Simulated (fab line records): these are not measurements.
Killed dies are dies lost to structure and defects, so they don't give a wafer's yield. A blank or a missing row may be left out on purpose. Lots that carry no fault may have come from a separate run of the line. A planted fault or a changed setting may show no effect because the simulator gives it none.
Problem report in the 8D (eight disciplines) form, filled by code || flow nand-harc || the parts of the form that need people (team, actions taken, sign-off) are left out

== 1. WHAT WENT WRONG ==
thk-nm at NHARC_A_SOURCE_PLATE_THK_MEAS_06 reads a mean of 272.1 nm on 6 wafers of 2 lots; wafers without a fault read 200.1 nm with a standard deviation of 2.2. Relative to the usual mean, that is a shift of +33 standard deviations.
The step: measures by ellipsometry.
Seen first at day 12 16:37 on film-metro-01, wafer L175.3. The record has a number at this step for 36 wafers belonging to 12 lots. By rule, "out" or "out of limits" means more than 4 standard deviations away from the usual mean. Any other wafer with a number is counted as sound.

== 2. WHAT IT IS; WHAT IT IS NOT ==
{"question": "which readings at this step", "is": "thk-nm", "is not": "-"}
{"question": "which lots", "is": "L174, L175", "is not": "L165, L166, L170, L173, L179, L180, L182, L183, L184, L185"}
{"question": "which wafers of those lots", "is": "all that have a number", "is not": "-"}
{"question": "read on which gauges", "is": "film-metro-01, film-metro-02", "is not": "-"}
{"question": "when", "is": "from day 12 16:37", "is not": "up to then (12 sound wafers); but 18 sound wafers of L179, L180, L182, L183, L184, L185 came after"}

== 3. SUSPECTS, AND WHAT RULES EACH OUT ==
Counting: any tool at a process step up to the reading is kept as a suspect provided that every lot that is out went through it and no sound lot did after the first of them.
- ruled out: the gauge at NHARC_A_SOURCE_PLATE_THK_MEAS_06. Those wafers that are out were read across 2 gauges (film-metro-01, film-metro-02).
- cmp-02 at NHARC_P_BONDPAD_CMP_19 (polishes, t overpolish 30 s, cu recess touch 16 s, target thk 160.81 nm): ruled out as a lasting fault. The sound lots L179, L180, L184 went through it after L174, its earliest lot that is out (day 11 15:22).
- lpcvd-poly-04 at NHARC_A_SOURCE_PLATE_CVD_03 (deposits poly-Si, target thk 200 nm, time 4000 s): ruled out as a lasting fault. The sound lots L182, L183, L184, L185 went through it after L174, its earliest lot that is out (day 12 04:36).
Left after counting: nothing in the record.

== 4. THE CAUSE (what the simulator had put in) ==
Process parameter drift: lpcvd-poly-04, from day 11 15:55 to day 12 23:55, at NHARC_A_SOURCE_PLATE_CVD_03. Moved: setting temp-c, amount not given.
It was ruled out by counting, in error; the rule expects a fault to strike all lots run on its tool from its start on, and this fault did not.

== 5. SEQUENCE OF EFFECTS, ordered by route ==
Rows list readings where the struck wafers' mean (over those with a number) sits beyond 3 standard deviations from the usual. Scope: only readings with a usual standard deviation given in the record; hours: median across lots of the time from each lot's start at the first step in this table that gives one to its start at this step; sigmas: change in usual standard deviations.
{"hours": 0, "step": "NHARC_A_SOURCE_PLATE_CVD_03", "reading": "spike-tc-bottom-C", "usual": "642 C", "on struck wafers": 652, "change": "+10", "sigmas": "+3.1"}
{"hours": 0, "step": "NHARC_A_SOURCE_PLATE_CVD_03", "reading": "spike-tc-centre-C", "usual": "621.5 C", "on struck wafers": 636.3, "change": "+14.8", "sigmas": "+8.7"}
{"hours": 0, "step": "NHARC_A_SOURCE_PLATE_CVD_03", "reading": "spike-tc-lower-C", "usual": "620.2 C", "on struck wafers": 633.2, "change": "+13.0", "sigmas": "+12"}
{"hours": 0, "step": "NHARC_A_SOURCE_PLATE_CVD_03", "reading": "spike-tc-top-C", "usual": "640.7 C", "on struck wafers": 652.9, "change": "+12.2", "sigmas": "+8.7"}
{"hours": 0, "step": "NHARC_A_SOURCE_PLATE_CVD_03", "reading": "spike-tc-upper-C", "usual": "620.7 C", "on struck wafers": 633.7, "change": "+13.0", "sigmas": "+11"}
{"hours": 0, "step": "NHARC_A_SOURCE_PLATE_CVD_03", "reading": "zone-power-upper-pct", "usual": "8.30 %", "on struck wafers": 8.66, "change": "+0.36", "sigmas": "+3.7"}
{"hours": 12, "step": "NHARC_A_SOURCE_PLATE_THK_MEAS_06", "reading": "thk-nm", "usual": "200.1 nm", "on struck wafers": 272.1, "change": "+72.0", "sigmas": "+33"}
The process steps in it:
- NHARC_A_SOURCE_PLATE_CVD_03: deposits poly-Si, target thk 200 nm, time 4000 s.
Later measuring or inspecting steps at which every struck wafer that the step has a row for has a number for every such reading, and none has moved that far: NHARC_A_ONON_D1_THK_MEAS_14.

== 6. WHAT WOULD HAVE CAUGHT IT SOONER ==
25 hours passed between the start of the fault at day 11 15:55 and the first reading out of limits at a measuring or inspecting step in this record, taken at day 12 16:37.
The tool's own readings at NHARC_A_SOURCE_PLATE_CVD_03 were out on every struck wafer that the step has a row for (spike-tc-centre-C, spike-tc-lower-C, spike-tc-top-C, spike-tc-upper-C): an alarm limit on them would have fired on the first of those.
